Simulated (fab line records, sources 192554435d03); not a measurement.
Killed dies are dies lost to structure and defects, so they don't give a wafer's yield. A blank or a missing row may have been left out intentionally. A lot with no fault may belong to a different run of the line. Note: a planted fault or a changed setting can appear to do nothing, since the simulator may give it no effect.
fab line records	flow n5Finfet	part 1 of 2: steps 1 to 24 of 31
record lots=5	wafers=15	lastDay=15
route steps=1938 shown DUMMY_GATE@214
lots with no fault: from the same line, run without faults
startH: hours from the record's opening day to when the first of the lot's shown wafers began	waitH: time in hours since the lot's previous step	" the same as in the row above	L1.1+2: a single row standing in for several wafers	- no value present, or no start provided	* or withheld: withheld	< > ~ a bound
route shown NAME@n: NAME is a module with steps in the file, n the number in the route of the first one	usual: the fault-free wafers' mean and standard deviation	same: alike in all rows	chamber/n: place in a boat	sites: per-site readings	_std_site: how widely they spread, as a standard deviation	_edge_site: the outer-site mean with the inner-site mean subtracted	radiusMm: how far each site lies from the wafer's centre	mask NAME#n: copy n	behind: the last tool/chamber to shape the wafer	hold: why the lot was held/for how many hours/how that ended	device: the transistor (n, p or np) that didn't switch	end of line: the route-end tests of the same wafers	for a step that has no rows: nothing shown but its recipe	killed: dies lost to structure and defects at the first sort, not the wafer's yield	map: shows each die of a wafer: x if killed, . if not, _ if none is there
set.NAME: the setting as run; set.NAME@STEP: as run at that earlier step	model.NAME: the simulator's own value behind a step, which no gauge read
lots seen at some steps along the route; tables by step, rows by wafer
services: when a tool's chamber went out of use (startH, in hours from the record's first day, below 0 if earlier), for how many hours, and the reason
## steps
# step N5_DUMMY_GATE_ALD_02
# recipe material=SiO2	targetThkA=20	tempC=300	aldPrecursorFamily=BDEAS	aldCoReactant=O2-plasma	pulseTimeS=1	pressureTorr=2
# usual heaterPowerW=480/38	precursorPulseHeightRel=1.003/0.021
lot.wafer	tool	chamber	startH	waitH	heaterPowerW	precursorPulseHeightRel
L074.2	aldSin-04	3	35.90	0.0	402	1.015
L074.4	"	2	"	"	483	1.045
L074.6	"	0	"	"	499	1.009
L075.1	aldSin-03	3	44.11	0.0	443	0.998
L075.2	"	1	"	"	477	1.009
L075.4	"	0	"	"	417	1.040
L083.2	aldSin-04	2	95.04	1.2	477	1.062
L083.4	"	3	"	"	400	0.992
L083.6	"	1	"	"	420	0.983
L088.1	aldSin-03	3	121.57	0.0	434	0.986
L088.2	"	2	"	"	478	1.002
L088.6	"	1	"	"	474	1.008
L089.2	aldSin-02	2	127.58	0.2	472	1.018
L089.5	"	2	"	"	463	1.009
L089.6	"	1	"	"	497	1.008
# step N5_DUMMY_GATE_CVD_03
# recipe material=a-Si	targetThkA=1500	tempC=530	precursor=SiH4	timeS=8042
# usual zonePowerUpperPct=6.5/0.65
lot.wafer	tool	chamber	startH	waitH	zonePowerUpperPct
L074.2	lpcvd-01	1/70	36.01	0.1	6.1
L074.4	"	1/79	"	"	6.1
L074.6	"	1/89	"	"	6.1
L075.1	lpcvd-01	0/65	44.21	0.1	7.5
L075.2	"	0/70	"	"	7.5
L075.4	"	0/79	"	"	7.5
L083.2	lpcvd-01	0/95	95.15	0.1	7.5
L083.4	"	0/104	"	"	7.5
L083.6	"	0/114	"	"	7.5
L088.1	lpcvd-01	1/40	121.68	0.1	6.1
L088.2	"	1/45	"	"	6.1
L088.6	"	1/64	"	"	6.1
L089.2	lpcvd-01	1/45	127.68	0.1	6.1
L089.5	"	1/59	"	"	6.1
L089.6	"	1/64	"	"	6.1
# step N5_DUMMY_GATE_PRECLEAN_46
# recipe chemistry=DIW	timeS=89.5	tempC=23
lot.wafer	tool	chamber	startH	waitH
L074.2+4+6	wetBench-02	5,0,6	39.68	0.0
L075.1+2+4	wetBench-03	5,6,3	47.90	0.0
L083.2+4+6	wetBench-02	1,3,0	98.82	0.0
L088.1+2+6	wetBench-02	3,4,7	125.35	0.0
L089.2+5+6	wetBench-05	0,4,2	131.37	0.0
# step N5_DUMMY_GATE_SRD_47
# recipe dryTimeS=32	dry=n2Spin	spinRpm=1500
lot.wafer	tool	chamber	startH	waitH
L074.2+4+6	wetBench-02	5,0,6	39.71	0.0
L075.1+2+4	wetBench-03	5,6,3	47.93	0.0
L083.2+4+6	wetBench-02	1,3,0	98.85	0.0
L088.1+2+6	wetBench-02	3,4,7	125.38	0.0
L089.2+5+6	wetBench-05	0,4,2	131.40	0.0
# step N5_DUMMY_GATE_CMP_04
# recipe material=a-Si	postCmpClean=alkalineBrush
# usual motorCurrentA=10.3/1.1	timeToEndpointS=13.6/2.1
lot.wafer	tool	chamber	startH	waitH	motorCurrentA	timeToEndpointS
L074.4	cmp-02	0	39.78	0.1	9.5	14.7
L074.2	"	2	"	"	9.3	15.7
L074.6	"	3	"	"	12.0	15.0
L075.4	cmp-02	0	47.96	0.0	9.6	9.9
L075.1	"	1	"	"	9.6	10.6
L075.2	"	3	"	"	13.0	11.4
L083.2	cmp-04	0	98.91	0.1	8.7	12.5
L083.4	"	2	"	"	8.9	11.3
L083.6	"	0	"	"	9.0	12.5
L088.2	cmp-02	2	125.41	0.0	9.5	13.2
L088.1	"	3	"	"	12.5	11.1
L088.6	"	3	"	"	11.5	12.2
L089.2	cmp-04	3	131.46	0.1	10.5	11.4
L089.6	"	2	"	"	9.7	11.9
L089.5	"	3	"	"	10.0	12.1
# step N5_DUMMY_GATE_THK_MEAS_05
# usual thkNm=72.0/0.88
lot.wafer	tool	chamber	startH	waitH	thkNm
L074.2	filmMetro-02	-	39.99	0.1	73.2
L074.4	"	-	"	"	71.9
L074.6	"	-	"	"	72.4
L075.1	filmMetro-02	-	48.20	0.2	73.2
L075.2	"	-	"	"	73.0
L075.4	"	-	"	"	72.1
L083.2	filmMetro-02	-	99.13	0.2	72.1
L083.4	"	-	"	"	71.3
L083.6	"	-	"	"	70.7
L088.1	filmMetro-01	-	125.66	0.2	73.0
L088.2	"	-	"	"	73.8
L088.6	"	-	"	"	74.3
L089.2	filmMetro-02	-	131.67	0.2	72.0
L089.5	"	-	"	"	71.2
L089.6	"	-	"	"	71.1
# step N5_DUMMY_GATE_HM_DEP_06
# recipe material=SiNx	targetThkA=800	precursor=DCS/NH3	tempC=700	pressureMtorr=300	timeS=5141
# usual zonePowerUpperPct=10.2/0.5
lot.wafer	tool	chamber	startH	waitH	zonePowerUpperPct
L074.2	lpcvd-02	0/45	40.01	0.0	9.9
L074.4	"	0/54	"	"	9.9
L074.6	"	0/64	"	"	9.9
L075.1	lpcvd-02	1/90	48.23	0.0	10.5
L075.2	"	1/95	"	"	10.5
L075.4	"	1/104	"	"	10.5
L083.2	lpcvd-02	0/95	99.15	0.0	9.9
L083.4	"	0/104	"	"	9.9
L083.6	"	0/114	"	"	9.9
L088.1	lpcvd-02	1/15	125.68	0.0	10.5
L088.2	"	1/20	"	"	10.5
L088.6	"	1/39	"	"	10.5
L089.2	lpcvd-02	0/95	131.70	0.0	9.9
L089.5	"	0/109	"	"	9.9
L089.6	"	0/114	"	"	9.9
# step N5_DUMMY_GATE_PECVD_30
# recipe material=SiO2	targetThkA=550	tempC=400	precursor=TEOS/O2	pressureTorr=6.5	rfW=withheld	teosFlowSccm=withheld	gas=O2	flowSccm=2650	timeS=10.8
lot.wafer	tool	chamber	startH	waitH
L074.2+4+6	pecvd-03	2,1,0	43.96	0.0
L075.1+2+4	pecvd-03	2,0,1	52.17	0.0
L083.2+4+6	pecvd-03	2,2,1	103.11	0.0
L088.1+2+6	pecvd-03	0,2,0	129.63	0.0
L089.2+5+6	pecvd-02	2,0,2	135.65	0.0
# step N5_DUMMY_GATE_COAT_34
# recipe resist=SOC	tempC=250	timeS=60	spinRpm=1500	resistThkNm=60
# usual dispensePressureKPa=46/4.8
lot.wafer	tool	chamber	startH	waitH	dispensePressureKPa
L074.2	lithoTrack-02	0	44.02	0.0	41
L074.4	"	0	"	"	41
L074.6	"	0	"	"	41
L075.1	lithoTrack-04	0	52.23	0.0	44
L075.2	"	0	"	"	44
L075.4	"	0	"	"	44
L083.2	lithoTrack-02	0	103.17	0.0	41
L083.4	"	0	"	"	41
L083.6	"	0	"	"	41
L088.1	lithoTrack-03	0	129.68	0.0	53
L088.2	"	0	"	"	52
L088.6	"	0	"	"	53
L089.2	lithoTrack-02	0	135.73	0.1	41
L089.5	"	0	"	"	41
L089.6	"	0	"	"	41
# step N5_DUMMY_GATE_COAT_35
# recipe resist=SiARC	tempC=220	timeS=60	spinRpm=1500	resistThkNm=10
# usual dispensePressureKPa=46/4.8
lot.wafer	tool	chamber	startH	waitH	dispensePressureKPa
L074.2	lithoTrack-02	0	-	-	41
L074.4	"	0	"	"	41
L074.6	"	0	"	"	41
L075.1	lithoTrack-04	0	-	-	44
L075.2	"	0	"	"	44
L075.4	"	0	"	"	44
L083.2	lithoTrack-02	0	-	-	41
L083.4	"	0	"	"	41
L083.6	"	0	"	"	41
L088.1	lithoTrack-03	0	-	-	53
L088.2	"	0	"	"	53
L088.6	"	0	"	"	53
L089.2	lithoTrack-02	0	-	-	41
L089.5	"	0	"	"	41
L089.6	"	0	"	"	42
# step N5_DUMMY_GATE_COAT_28
# recipe resist=underlayer	tempC=205	timeS=60	spinRpm=1500	resistThkNm=10
# usual dispensePressureKPa=46/4.9
lot.wafer	tool	chamber	startH	waitH	dispensePressureKPa
L074.2	lithoTrack-02	0	-	-	41
L074.4	"	0	"	"	41
L074.6	"	0	"	"	41
L075.1	lithoTrack-04	0	-	-	44
L075.2	"	0	"	"	44
L075.4	"	0	"	"	44
L083.2	lithoTrack-02	0	-	-	42
L083.4	"	0	"	"	42
L083.6	"	0	"	"	41
L088.1	lithoTrack-03	0	-	-	53
L088.2	"	0	"	"	53
L088.6	"	0	"	"	53
L089.2	lithoTrack-02	0	-	-	42
L089.5	"	0	"	"	41
L089.6	"	0	"	"	42
# step N5_DUMMY_GATE_COAT_09
# recipe resist=CAR-EUV	spinRpm=1500	resistThkNm=30
# usual dispensePressureKPa=46/4.8
lot.wafer	tool	chamber	startH	waitH	dispensePressureKPa
L074.2	lithoTrack-02	0	-	-	41
L074.4	"	0	"	"	41
L074.6	"	0	"	"	41
L075.1	lithoTrack-04	0	-	-	44
L075.2	"	0	"	"	44
L075.4	"	0	"	"	44
L083.2	lithoTrack-02	0	-	-	41
L083.4	"	0	"	"	41
L083.6	"	0	"	"	41
L088.1	lithoTrack-03	0	-	-	53
L088.2	"	0	"	"	53
L088.6	"	0	"	"	53
L089.2	lithoTrack-02	0	-	-	41
L089.5	"	0	"	"	41
L089.6	"	0	"	"	41
# step N5_DUMMY_GATE_EBR_11
# recipe solvent=PGMEA	ebrWidthMm=1.5
lot.wafer	tool	chamber	startH	waitH
L074.2+4+6	lithoTrack-02	0	-	-
L075.1+2+4	lithoTrack-04	0	-	-
L083.2+4+6	lithoTrack-02	0	-	-
L088.1+2+6	lithoTrack-03	0	-	-
L089.2+5+6	lithoTrack-02	0	-	-
# step N5_DUMMY_GATE_SOFTBAKE_10
# recipe tempC=110	timeS=60	resist=CAR-EUV
lot.wafer	tool	chamber	startH	waitH
L074.2+4+6	lithoTrack-02	0	-	-
L075.1+2+4	lithoTrack-04	0	-	-
L083.2+4+6	lithoTrack-02	0	-	-
L088.1+2+6	lithoTrack-03	0	-	-
L089.2+5+6	lithoTrack-02	0	-	-
# step N5_DUMMY_GATE_EXPOSE_12
# recipe maskId=GATE	na=0.33	sourceShape=annular	sigmaInner=0.2	sigmaOuter=0.6	polarization=unpolarized	targetCdNm=25	doseMj=34
# same na=0.33
lot.wafer	tool	chamber	startH	waitH	mask
L074.2+4+6	euvScanner-02	0	44.28	-	GATE#0
L075.1+2+4	euvScanner-02	0	52.37	-	GATE#0
L083.2+4+6	euvScanner-01	0	103.31	-	GATE#0
L088.1+2+6	euvScanner-01	0	129.95	-	GATE#0
L089.2+5+6	euvScanner-01	0	135.87	-	GATE#0
# step N5_DUMMY_GATE_PEB_13
# recipe pebTempC=100	pebTimeS=60	resist=CAR-EUV
lot.wafer	tool	chamber	startH	waitH
L074.2+4+6	lithoTrack-04	0	44.34	0.0
L075.1+2+4	lithoTrack-04	0	52.43	0.1
L083.2+4+6	lithoTrack-04	0	103.36	0.0
L088.1+2+6	lithoTrack-04	0	130.01	0.1
L089.2+5+6	lithoTrack-04	0	135.92	0.0
# step N5_DUMMY_GATE_DEVELOP_14
# recipe developTimeS=30	developer=TMAH	resist=CAR-EUV	rinseLiquid=surfactantRinse	dry=airSpin	devTempC=23
# same developTimeS=30
lot.wafer	tool	chamber	startH	waitH
L074.2+4+6	lithoTrack-04	0	-	-
L075.1+2+4	lithoTrack-04	0	-	-
L083.2+4+6	lithoTrack-04	0	-	-
L088.1+2+6	lithoTrack-04	0	-	-
L089.2+5+6	lithoTrack-04	0	-	-
# step N5_DUMMY_GATE_CD_MEAS_15
# recipe targetCdNm=25.8	landingEnergyEv=500	detector=seInlens
# usual cdNm=24.97/0.22
lot.wafer	tool	chamber	startH	waitH	cdNm
L074.2	cdSem-03	0	44.41	-	25.03
L074.4	"	0	"	"	24.82
L074.6	"	0	"	"	24.84
L075.1	cdSem-01	0	52.49	-	24.88
L075.2	"	0	"	"	25.25
L075.4	"	0	"	"	25.20
L083.2	cdSem-02	0	103.43	-	25.19
L083.4	"	0	"	"	25.13
L083.6	"	0	"	"	24.83
L088.1	cdSem-01	0	130.07	-	24.65
L088.2	"	0	"	"	25.27
L088.6	"	0	"	"	25.22
L089.2	cdSem-03	0	135.99	-	25.16
L089.5	"	0	"	"	24.88
L089.6	"	0	"	"	25.06
# step N5_DUMMY_GATE_OVL_MEAS_16
# recipe pointsPerWafer=522
# usual GATE_OVL=-0.1/0.89
lot.wafer	tool	chamber	startH	waitH	GATE_OVL[nm]
L074.2	overlay-02	0	44.45	0.0	0.0
L074.4	"	0	"	"	-0.5
L074.6	"	0	"	"	-0.3
L075.1	overlay-02	0	52.53	0.0	-1.3
L075.2	"	0	"	"	-0.7
L075.4	"	0	"	"	0.3
L083.2	overlay-01	0	103.47	0.0	0.2
L083.4	"	0	"	"	0.3
L083.6	"	0	"	"	0.1
L088.1	overlay-02	0	130.12	0.0	0.5
L088.2	"	0	"	"	-0.7
L088.6	"	0	"	"	0.0
L089.2	overlay-02	0	136.04	0.0	1.0
L089.5	"	0	"	"	-1.5
L089.6	"	0	"	"	0.2
# step N5_DUMMY_GATE_INSPECT_17
# recipe mode=adi	inspectInstrument=brightfield
# usual rawDefectCount=196/43
lot.wafer	tool	chamber	startH	waitH	rawDefectCount
L074.2	defectInspect-02	-	44.50	0.0	116
L074.4	"	-	"	"	161
L074.6	"	-	"	"	140
L075.1	defectInspect-01	-	52.59	0.1	192
L075.2	"	-	"	"	195
L075.4	"	-	"	"	201
L083.2	defectInspect-02	-	103.53	0.0	207
L083.4	"	-	"	"	197
L083.6	"	-	"	"	196
L088.1	defectInspect-02	-	130.19	0.1	182
L088.2	"	-	"	"	164
L088.6	"	-	"	"	187
L089.2	defectInspect-01	-	136.09	0.0	216
L089.5	"	-	"	"	210
L089.6	"	-	"	"	225
# step N5_DUMMY_GATE_DESCUM_20
# recipe chemistry=O2	timeS=6.2	sourcePowerW=50	biasPowerW=20	pressureMtorr=20	rfFrequencyHz=2.712e+07	tempC=40	resist=CAR-EUV	o2FlowSccm=225
# usual drypumpMotorCurrentA=5.7/0.55	oesProductAu=0.78/0.083	rfFwdPowerW=49.69/0.2	rfVppV=243.2/1.5	showerheadPlenumPTorr=2.09/0.08	throttleValvePct=20.49/0.22
lot.wafer	tool	chamber	startH	waitH	drypumpMotorCurrentA	oesProductAu	rfFwdPowerW	rfHoursCounterH	rfVppV	showerheadPlenumPTorr	throttleValvePct
L074.2	rieDiel-05	3	44.54	0.0	5.7	0.70	49.45	213	241.8	1.99	20.64
L074.4	"	2	"	"	5.4	0.77	49.71	-	243.6	2.10	20.67
L074.6	"	3	"	"	5.7	0.70	49.65	-	240.7	1.99	20.64
L075.1	rieDiel-02	1	52.63	0.0	5.5	0.78	49.70	117	245.0	2.20	20.45
L075.2	"	3	"	"	6.6	0.69	50.09	221	243.8	2.17	20.49
L075.4	"	2	"	"	5.1	0.85	49.57	51	242.7	2.04	20.29
L083.2	rieDiel-05	0	103.56	0.0	5.6	0.71	49.35	236	242.4	2.07	20.40
L083.4	"	3	"	"	5.8	0.68	49.84	228	241.2	1.98	20.66
L083.6	"	2	"	"	5.4	0.76	49.87	-	241.2	2.09	20.69
L088.1	rieDiel-02	1	130.22	0.0	5.5	0.76	49.81	142	245.6	2.19	20.51
L088.2	"	2	"	"	5.1	0.82	49.69	73	242.7	2.03	20.33
L088.6	"	2	"	"	5.1	0.82	49.64	-	240.7	2.03	20.31
L089.2	rieDiel-05	3	136.32	0.2	5.7	0.68	49.67	238	240.8	1.98	20.68
L089.5	"	1	"	"	5.9	0.76	49.69	-	245.2	2.18	20.58
L089.6	"	2	"	"	5.4	0.75	49.74	-	242.6	2.09	20.72
# step N5_DUMMY_GATE_ETCH_29
# recipe chemistry=N2/H2	target=underlayer	targetDepthA=130	ionEnergyEv=200	pressureMtorr=30	sourceW=840	biasW=150	n2FlowSccm=200	h2FlowSccm=200
# usual drypumpMotorCurrentA=5.8/0.55	oesProductAu=0.77/0.082	rfFwdPowerW=832/3.8	rfVppV=523.8/2.9	showerheadPlenumPTorr=2.54/0.096	throttleValvePct=17.97/0.26
lot.wafer	tool	chamber	startH	waitH	drypumpMotorCurrentA	oesProductAu	rfFwdPowerW	rfHoursCounterH	rfVppV	showerheadPlenumPTorr	throttleValvePct
L074.2	rieDiel-05	3	44.60	0.0	5.8	0.69	828	213	518.9	2.41	18.16
L074.4	"	2	"	"	5.4	0.78	830	-	525.1	2.55	18.23
L074.6	"	3	"	"	5.8	0.70	834	-	520.4	2.41	18.15
L075.1	rieDiel-02	1	52.69	0.0	5.6	0.79	828	117	526.7	2.67	18.04
L075.2	"	3	"	"	6.6	0.69	836	221	525.8	2.61	17.82
L075.4	"	2	"	"	5.1	0.85	833	51	521.8	2.48	17.66
L083.2	rieDiel-05	0	103.63	0.0	5.7	0.70	830	236	523.2	2.51	17.93
L083.4	"	3	"	"	5.8	0.68	831	228	521.1	2.40	18.20
L083.6	"	2	"	"	5.4	0.76	836	-	524.7	2.55	18.26
L088.1	rieDiel-02	1	130.29	0.0	5.6	0.75	831	142	527.0	2.66	18.08
L088.2	"	2	"	"	5.1	0.81	827	73	521.7	2.48	17.67
L088.6	"	2	"	"	5.0	0.80	828	-	521.3	2.47	17.70
L089.2	rieDiel-05	3	136.38	0.0	5.7	0.68	832	238	520.7	2.40	18.20
L089.5	"	1	"	"	5.8	0.76	832	-	527.8	2.65	18.17
L089.6	"	2	"	"	5.4	0.75	833	-	524.1	2.54	18.29
# step N5_DUMMY_GATE_ETCH_36
# recipe chemistry=CF4	target=SiARC	targetDepthA=130	pressureMtorr=40	sourceW=545	biasW=36	Ar_flow_sccm=100	cf4FlowSccm=100	ionEnergyEv=80
# usual drypumpMotorCurrentA=5.7/0.55	oesProductAu=0.78/0.083	rfFwdPowerW=539.5/2.1	rfVppV=184.2/1.2	showerheadPlenumPTorr=2.14/0.074	throttleValvePct=15.67/0.24
lot.wafer	tool	chamber	startH	waitH	drypumpMotorCurrentA	oesProductAu	rfFwdPowerW	rfHoursCounterH	rfVppV	showerheadPlenumPTorr	throttleValvePct
L074.2	rieDiel-05	3	44.64	0.0	5.8	0.71	539.5	213	182.4	2.04	15.87
L074.4	"	2	"	"	5.4	0.77	538.7	-	185.0	2.15	15.84
L074.6	"	3	"	"	5.7	0.69	538.2	-	181.9	2.04	15.86
L075.1	rieDiel-02	1	52.73	0.0	5.6	0.78	538.0	117	184.8	2.23	15.58
L075.2	"	3	"	"	6.5	0.69	541.2	221	185.3	2.20	15.66
L075.4	"	2	"	"	5.1	0.84	538.1	51	184.6	2.09	15.40
L083.2	rieDiel-05	0	103.67	0.0	5.7	0.70	537.1	236	182.2	2.11	15.61
L083.4	"	3	"	"	5.7	0.69	541.1	228	182.8	2.04	15.91
L083.6	"	2	"	"	5.4	0.76	539.3	-	184.5	2.14	15.90
L088.1	rieDiel-02	1	130.33	0.0	5.5	0.75	538.4	142	185.2	2.22	15.62
L088.2	"	2	"	"	5.1	0.81	539.5	73	183.6	2.08	15.44
L088.6	"	2	"	"	5.1	0.81	536.1	-	183.3	2.08	15.45
L089.2	rieDiel-05	3	136.42	0.0	5.7	0.68	539.5	238	182.6	2.04	15.90
L089.5	"	1	"	"	5.8	0.77	539.5	-	184.5	2.23	15.75
L089.6	"	2	"	"	5.4	0.75	538.7	-	182.7	2.14	15.91
# step N5_DUMMY_GATE_ETCH_37
# recipe chemistry=N2/H2	target=SOC	targetDepthA=600	overetchA=300	tempC=40	ionEnergyEv=200	pressureMtorr=30	sourceW=840	biasW=150	n2FlowSccm=200	h2FlowSccm=200
# usual drypumpMotorCurrentA=5.8/0.55	oesProductAu=0.62/0.061	rfFwdPowerW=832/3.9	rfVppV=523.8/2.9	showerheadPlenumPTorr=2.54/0.096	throttleValvePct=17.90/0.26
lot.wafer	tool	chamber	startH	waitH	drypumpMotorCurrentA	oesProductAu	rfFwdPowerW	rfHoursCounterH	rfVppV	showerheadPlenumPTorr	throttleValvePct
L074.2	rieDiel-05	3	44.68	0.0	5.8	0.55	832	213	518.1	2.41	18.09
L074.4	"	2	"	"	5.4	0.62	833	-	524.0	2.55	18.12
L074.6	"	3	"	"	5.8	0.55	832	-	520.1	2.41	18.08
L075.1	rieDiel-02	1	52.77	0.0	5.5	0.62	834	117	528.0	2.67	17.97
L075.2	"	3	"	"	6.6	0.56	833	221	527.2	2.61	17.75
L075.4	"	2	"	"	5.1	0.67	827	51	522.3	2.48	17.58
L083.2	rieDiel-05	0	103.71	0.0	5.6	0.56	828	236	523.5	2.51	17.85
L083.4	"	3	"	"	5.7	0.55	827	229	519.7	2.40	18.11
L083.6	"	2	"	"	5.5	0.61	831	-	522.9	2.55	18.18
L088.1	rieDiel-02	1	130.37	0.0	5.5	0.61	830	142	525.9	2.66	18.02
L088.2	"	2	"	"	5.1	0.64	829	73	520.5	2.47	17.62
L088.6	"	2	"	"	5.1	0.64	825	-	522.5	2.47	17.62
L089.2	rieDiel-05	3	136.46	0.0	5.7	0.54	833	238	519.3	2.40	18.13
L089.5	"	1	"	"	5.8	0.60	833	-	526.1	2.65	18.09
L089.6	"	2	"	"	5.4	0.60	834	-	523.7	2.54	18.21
